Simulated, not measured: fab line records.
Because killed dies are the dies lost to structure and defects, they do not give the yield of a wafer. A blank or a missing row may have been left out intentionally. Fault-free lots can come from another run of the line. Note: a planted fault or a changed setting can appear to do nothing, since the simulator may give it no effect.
A lot that was struck, set against a sound lot ; flow n5 finfet ; 39 steps out of a route of 1938
Sound: these wafers, L962.1, L962.3, L962.5. Struck: wafer L948.4 (L948.1, L948.3, from the same lot, were not struck and are left out); the cause is given at the end.
Per side, at each step with rows, come the tool, then ch with its chambers, and then its first start. Under that, the readings that differ: sound wafers ; struck wafers ; difference of the means ; sigmas: that difference in standard deviations of wafers without a fault.
alike: words and numbers the same on both sides, and readings whose means are apart by under 2 such deviations; not compared: readings that were withheld, readings missing a value for some wafer, numbers with overlapping values and no deviation given by the record, and bounds like >300 which may hide the same value.
A row with sigmas, a row that says differs or no value, or rows on one side alone: a step with any of these is where the two part. Numbers that have no deviation but don't overlap get no sigmas and don't part them. Lack of a reading on every wafer of one side parts them only where that side has two or more wafers.

first, 12 steps without rows for these wafers: N5_MOL_CONTACT_COAG_PRECLEAN_111 (cleans in NF3:NH3, afs cycles 1, time 20 s, sublimation time 60 s); N5_MOL_CONTACT_COAG_TI_SIL_19 (material Ti, target thk 4.2 nm, time 15 s); N5_MOL_CONTACT_COAG_ALD_20 (deposits TiN, target thk 1.5 nm, pulse time 1 s, purge time 3 s); N5_MOL_CONTACT_COAG_SIL_ANNEAL_21 (time 60 s); N5_MOL_CONTACT_COAG_PRE_CLEAN_141 (time 60 s); N5_MOL_CONTACT_COAG_SPUTTER_143 (material Co, target thk 2.5 nm); N5_MOL_CONTACT_COAG_CO_FILL_22 (material Co, precursor CCTBA/H2, target thk 20 nm); N5_MOL_CONTACT_COAG_ANNEAL_113 (time 300 s); N5_MOL_CONTACT_COAG_PRE_CLEAN_142 (time 60 s); N5_MOL_CONTACT_COAG_SPUTTER_130 (material Co, target thk 47.5 nm); N5_MOL_CONTACT_COAG_PRECLEAN_125 (cleans in DIW, time 57.5 s); N5_MOL_CONTACT_COAG_SRD_126 (dry time 32 s).
N5_MOL_CONTACT_COAG_CMP_23: polishes, stops on SiO2, t overpolish 1.5 s, target thk 0 nm.
  sound on cmp-01 ch 2,3, day 10 18:14; struck on cmp-04 ch 2, day 7 03:05
reading;sound;struck;difference;sigmas
head pressure psi (psi);1.999 1.994 2.001;2.232;+0.234;+51
  alike: motor current A, overpolish run s, time to endpoint s
then, 23 steps without rows for these wafers: N5_MOL_CONTACT_COAG_WET_ETCH_26 (target Co, target depth 13 nm); N5_MOL_CONTACT_COAG_WET_ETCH_116 (etches the open film in SC1-inhibited, target depth 4.6 nm, rinse time 30 s); N5_MOL_CONTACT_COAG_ALD_27 (deposits SiOC, target thk 17 nm, pulse time 1.5 s, time 2720 s); N5_MOL_CONTACT_COAG_CMP_28 (polishes, stops on SiNx, t overpolish 0.85 s, target thk 14.522 nm); N5_MOL_CONTACT_COAG_ALD_123 (deposits SiNx, target thk 5 nm, pulse time 1 s, purge time 2 s); N5_MOL_CONTACT_COAG_PECVD_31 (deposits SiO2 from TEOS/O2, target thk 46 nm, time 8.9 s); N5_MOL_CONTACT_COAG_COAT_75 (time 60 s, resist thk 60 nm); N5_MOL_CONTACT_COAG_COAT_76 (time 60 s, resist thk 10 nm); N5_MOL_CONTACT_COAG_COAT_77 (time 60 s, resist thk 10 nm); N5_MOL_CONTACT_COAG_COAT_78 (resist thk 40 nm); N5_MOL_CONTACT_COAG_EBR_80; N5_MOL_CONTACT_COAG_SOFTBAKE_79 (time 60 s); N5_MOL_CONTACT_COAG_EXPOSE_81 (exposes mask VG, defocus 0 nm); N5_MOL_CONTACT_COAG_PEB_82 (peb time 60 s); N5_MOL_CONTACT_COAG_DEVELOP_83 (develop time 30 s); N5_MOL_CONTACT_COAG_DESCUM_88 (chemistry O2, time 7 s); N5_MOL_CONTACT_COAG_ETCH_89 (etches underlayer in N2/H2, target depth 13 nm, time 10.4 s); N5_MOL_CONTACT_COAG_ETCH_90 (etches SiARC in CF4, target depth 13 nm, time 21.7 s); N5_MOL_CONTACT_COAG_ALD_131 (deposits SiO2, target thk 5 nm, pulse time 1 s, co reactant pulse time 1 s); N5_MOL_CONTACT_COAG_ETCHBACK_132 (etches SiO2 in CHF3, target depth 10 nm, time 6.7 s); N5_MOL_CONTACT_COAG_ETCH_91 (etches SOC in N2/H2, target depth 60 nm, overetch 21 nm, time 101.2 s); N5_MOL_CONTACT_COAG_STRIP_92 (strips in N2/H2); N5_MOL_CONTACT_COAG_STRIP_93 (strips in N2/H2).
N5_MOL_CONTACT_COAG_ETCH_47: etches SiNx in CH3F/O2, stops on W, target depth 27 nm.
  sound on rie diel-05 ch 0,2,3, day 11 00:34; struck on rie diel-05 ch 1, day 7 08:02
reading;sound;struck;difference;sigmas
O2_flow_sccm (sccm);19.96 20.07 20.06;19.87;-0.16;-3
model.etch.depth nm (nm);17.86 17.9 17.86;17.64;-0.23;
  alike: chamber pressure mTorr, drypump motor current A, etch rf on time s, oes product au, rf vpp V, showerhead plenum p Torr, throttle valve pct
  not compared: rf hours counter h
-- a jump in the record: the struck wafers' starts before and after are 4 days apart (it breaks off in module MOL_CONTACT_COAG and resumes in module BEOL_M4, where the first step shown is number 1111 of the route) --
N5_BEOL_M4_RC_MEAS_101:
  sound on prober-02 ch 0, day 14 08:19; struck on prober-01 ch 0, day 11 16:29
  alike: DIBL_N, DIBL_P, IOFF_N, IOFF_P, ION_N, ION_P, SS_N, SS_P, VT_N, VT_P
following that, these wafers have no rows for 1 step: N5_PASSIVATION_PROBE_49.

== WHERE THEY PART ==
Last at N5_MOL_CONTACT_COAG_ETCH_47 as far as this record goes, first at N5_MOL_CONTACT_COAG_CMP_23. Later steps at which nothing parts them and some readings are alike: N5_BEOL_M4_RC_MEAS_101.

WHY: whatever the simulator had introduced
cmp-04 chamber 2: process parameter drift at N5_MOL_CONTACT_COAG_CMP_23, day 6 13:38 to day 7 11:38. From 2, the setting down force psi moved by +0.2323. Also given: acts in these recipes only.
